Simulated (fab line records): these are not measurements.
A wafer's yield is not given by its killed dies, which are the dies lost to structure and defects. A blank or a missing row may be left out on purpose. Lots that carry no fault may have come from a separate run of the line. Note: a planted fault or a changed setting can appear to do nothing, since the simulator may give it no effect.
Struck lot and sound lot, side by side || flow n5Finfet || 16 steps out of a route of 1938
Sound: these wafers, L701.1, L701.4, L701.5. The struck wafers were L703.1, L703.3, L703.4. The cause is named last.
For every step that has rows: the tool of each side, followed by ch and its chambers, followed by its first start. Under that, the readings that differ: sound wafers || struck wafers || difference of the means || sigmas: that difference in standard deviations of wafers without a fault.
alike: readings with means less than 2 such deviations apart, plus words and numbers identical on both sides. not compared: withheld readings, readings lacking a value on some wafer, bounds such as >300 that could conceal the same value, and numbers that have no deviation in the record and whose values overlap.
The two part at a step that has a row with sigmas, a row that says differs or no value, or rows on one side only. Non-overlapping numbers with no deviation appear without sigmas and do not part them. Lack of a reading on every wafer of one side parts them only where that side has two or more wafers.

first, 4 steps without rows for these wafers: N5_HKMG_FIN_SOFTBAKE_44 (time 60 s); N5_HKMG_FIN_EXPOSE_46 (exposes mask NDIPOLE); N5_HKMG_FIN_PEB_47 (peb time 60 s); N5_HKMG_FIN_DEVELOP_48 (develop time 30 s).
N5_HKMG_FIN_CD_MEAS_49 targets a cd of 202 nm.
  sound on cdSem-02 ch 0, day 5 10:09; struck on cdSem-03 ch 0, day 6 01:08
  alike: cdNm
N5_HKMG_FIN_OVL_MEAS_50:
  sound on overlay-02 ch 0, day 5 10:11; struck on overlay-01 ch 0, day 6 01:10
  alike: NDIPOLE_OVL
N5_HKMG_FIN_INSPECT_61: inspects for defects (macro).
  struck on defectInspect-02, day 6 01:11; sound on defectInspect-01, day 5 10:12
  alike: rawDefectCount
N5_HKMG_FIN_DESCUM_53: chemistry O2, time 7.9 s.
  sound on rieDiel-04 ch 0,1,2, day 5 10:35; struck on rieDiel-04 ch 0,2,3, day 6 01:13
  alike: drypumpMotorCurrentA, oesProductAu, rfVppV, showerheadPlenumPTorr, tempC, throttleValvePct
  not compared: rfHoursCounterH
N5_HKMG_FIN_ETCH_54: etches SiARC in CF4, target depth 45.5 nm, time 75.8 s.
  sound on rieDiel-04 ch 0,1,2, day 5 10:37; struck on rieDiel-04 ch 0,2,3, day 6 01:16
  alike: drypumpMotorCurrentA, etchRfOnTimeS, oesProductAu, rfFwdPowerW, rfVppV, showerheadPlenumPTorr, throttleValvePct
  not compared: rfHoursCounterH
N5_HKMG_FIN_ETCH_55: etches SOC in N2/H2, target depth 240 nm, time 300 s.
  sound on rieDiel-04 ch 0,1,2, day 5 10:41; struck on rieDiel-04 ch 0,2,3, day 6 01:19
  alike: drypumpMotorCurrentA, oesProductAu, rfFwdPowerW, rfVppV, showerheadPlenumPTorr, tempC, throttleValvePct
  not compared: rfHoursCounterH
then, 1 step without rows for these wafers: N5_HKMG_FIN_STRIP_56 (strips in N2/H2).
N5_HKMG_FIN_STRIP_57: strips in CF4.
  sound on rieDiel-04 ch 0,1,2, day 5 10:52; struck on rieDiel-04 ch 0,2,3, day 6 01:30
  alike: drypumpMotorCurrentA, oesProductAu, powerW, rfVppV, showerheadPlenumPTorr, throttleValvePct
  not compared: rfHoursCounterH
N5_HKMG_FIN_ETCH_58: etches SOC in N2/H2, target depth 215.8 nm, time 741 s.
  sound on rieDiel-04 ch 0,1,2, day 5 10:53; struck on rieDiel-04 ch 0,2,3, day 6 01:31
{"reading": "rfFwdPowerW (W)", "sound": "876.9 870.6 871.5", "struck": "662.5 665.7 666.1", "difference": -208.2, "sigmas": -83}
{"reading": "rfVppV (V)", "sound": "100.7 97.9 99.2", "struck": "108.9 110.2 108.8", "difference": "+10.0", "sigmas": "+11"}
{"reading": "model.HKMG_FIN.featureDepthNm (nm)", "sound": "221.4 219.4 227", "struck": "176.6 176 172.8", "difference": -47.5, "sigmas": ""}
{"reading": "model.SOC_of_HKMG_FIN_COAT_41.thkNm (nm)", "sound": "77 79.6 71.6", "struck": "123.4 124.2 127.4", "difference": "+48.9", "sigmas": ""}
{"reading": "model.etch.depthNm (nm)", "sound": "221.4 219.5 227", "struck": "176.5 176.1 172.9", "difference": -47.5, "sigmas": ""}
  alike: drypumpMotorCurrentA, oesProductAu, showerheadPlenumPTorr, throttleValvePct
  not compared: rfHoursCounterH
N5_HKMG_FIN_STRIP_93: strips SOC in N2/H2, time 20 s.
  sound on rieDiel-04 ch 0,1,2, day 5 11:19; struck on rieDiel-04 ch 0,2,3, day 6 01:57
{"reading": "model.SOC_of_HKMG_FIN_COAT_41.thkNm (nm)", "sound": "66.4 69.2 61", "struck": "112.8 113.6 117.2", "difference": "+49.0", "sigmas": ""}
  alike: drypumpMotorCurrentA, oesProductAu, powerW, rfVppV, showerheadPlenumPTorr, tempC, throttleValvePct
  not compared: rfHoursCounterH
then, 1 step without rows for these wafers: N5_HKMG_FIN_WET_ETCH_76 (etches Al2O3 in dNH4OH, stops on La2O3, target depth 2.25 nm, rinse time 30 s).
-- here the record skips 3 days between the struck wafers' starts before and after, leaving off in module HKMG_FIN and picking up in module BEOL_M4 (first step shown: number 1111 of the route) --
N5_BEOL_M4_RC_MEAS_101:
  sound on prober-02 ch 0, day 9 00:34; struck on prober-01 ch 0, day 9 13:07
  alike: DIBL_N, DIBL_P, IOFF_N, IOFF_P, ION_N, ION_P, SS_N, SS_P, VT_N, VT_P

WHERE THEY PART
N5_HKMG_FIN_ETCH_58 only, going by this record. Later steps at which nothing parts them and some readings are alike: N5_HKMG_FIN_STRIP_93, N5_BEOL_M4_RC_MEAS_101.

WHY: what had been put in by the simulator
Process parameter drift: rieDiel-04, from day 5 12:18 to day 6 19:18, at N5_HKMG_FIN_ETCH_58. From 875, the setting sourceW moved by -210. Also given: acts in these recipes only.
